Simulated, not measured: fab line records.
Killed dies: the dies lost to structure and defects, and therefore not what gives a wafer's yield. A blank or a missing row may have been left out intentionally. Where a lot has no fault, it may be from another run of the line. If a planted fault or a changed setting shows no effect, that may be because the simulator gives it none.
Chamber matching :: flow nand-harc :: NHARC_A_CHANNEL_FILL_D1_ETCHBACK_19 on rie-si-02: 4 sister chambers
The step etches the open film in HBr/Cl2, target depth 5 nm, time 1.7 s. 8 wafers are shown with their chamber, then 11 later ones without.

== EACH WAFER AND ITS CHAMBER ==
wafer: L080.1
chamber: 0
drypump-motor-current-A (A): 5.0
rf-fwd-power-W (W): 391.8

wafer: L081.2
chamber: 3
drypump-motor-current-A (A): 6.3
rf-fwd-power-W (W): 389.7

wafer: L081.4
chamber: 2
drypump-motor-current-A (A): 5.7
rf-fwd-power-W (W): 390.1

wafer: L081.6
chamber: 3
drypump-motor-current-A (A): 6.3
rf-fwd-power-W (W): 389.8

wafer: L083.1
chamber: 2
drypump-motor-current-A (A): 5.7
rf-fwd-power-W (W): 389.1

wafer: L083.3
chamber: 1
drypump-motor-current-A (A): 5.0
rf-fwd-power-W (W): 390.3

wafer: L083.5
chamber: 0
drypump-motor-current-A (A): 5.0
rf-fwd-power-W (W): 390.7

wafer: L085.1
chamber: 1
drypump-motor-current-A (A): 5.1
rf-fwd-power-W (W): 389.8

== WAFERS WITH NO CHAMBER GIVEN ==
wafer: L085.2
drypump-motor-current-A (A): 5.0
rf-fwd-power-W (W): 390.3

wafer: L085.3
drypump-motor-current-A (A): 5.7
rf-fwd-power-W (W): 389.9

wafer: L093.3
drypump-motor-current-A (A): 6.3
rf-fwd-power-W (W): 389.5

wafer: L093.4
drypump-motor-current-A (A): 5.0
rf-fwd-power-W (W): 390.5

wafer: L093.6
drypump-motor-current-A (A): 5.7
rf-fwd-power-W (W): 388.3

wafer: L095.2
drypump-motor-current-A (A): 6.3
rf-fwd-power-W (W): 388.8

wafer: L095.3
drypump-motor-current-A (A): 5.0
rf-fwd-power-W (W): 391.7

wafer: L095.6
drypump-motor-current-A (A): 5.1
rf-fwd-power-W (W): 389.3

wafer: L097.2
drypump-motor-current-A (A): 6.3
rf-fwd-power-W (W): 390.0

wafer: L097.4
drypump-motor-current-A (A): 5.1
rf-fwd-power-W (W): 388.3

wafer: L097.5
drypump-motor-current-A (A): 6.3
rf-fwd-power-W (W): 389.6

== WHICH CHAMBER EACH WENT THROUGH ==
wafer: L085.2
from the rows above: can't be placed: 1 or 0
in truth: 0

wafer: L085.3
from the rows above: 2
in truth: 2

wafer: L093.3
from the rows above: 3
in truth: 3

wafer: L093.4
from the rows above: can't be placed: 0 or 1
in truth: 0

wafer: L093.6
from the rows above: 2
in truth: 2

wafer: L095.2
from the rows above: 3
in truth: 3

wafer: L095.3
from the rows above: 0
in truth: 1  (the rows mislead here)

wafer: L095.6
from the rows above: 1
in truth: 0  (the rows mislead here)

wafer: L097.2
from the rows above: 3
in truth: 3

wafer: L097.4
from the rows above: 1
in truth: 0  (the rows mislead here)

wafer: L097.5
from the rows above: 3
in truth: 3
6 of 11 placed correctly. These rows do not allow placing 2 (true chamber among the candidates in 2). 3 placed wrongly.
How it was worked out, from the rows above alone: a wafer's distance from a chamber is the root of the sum, over the readings, of the square of ((its reading less the chamber's mean) divided by the reading's scatter). The wafer belongs to the nearest chamber; if the next one is less than 2 further off, it can't be placed. A chamber's mean is the mean of its shown wafers. How the scatter is found: for the shown wafers, subtract from each reading the mean of its chamber, square and add these, divide the total by (wafers less chambers), then take the root.
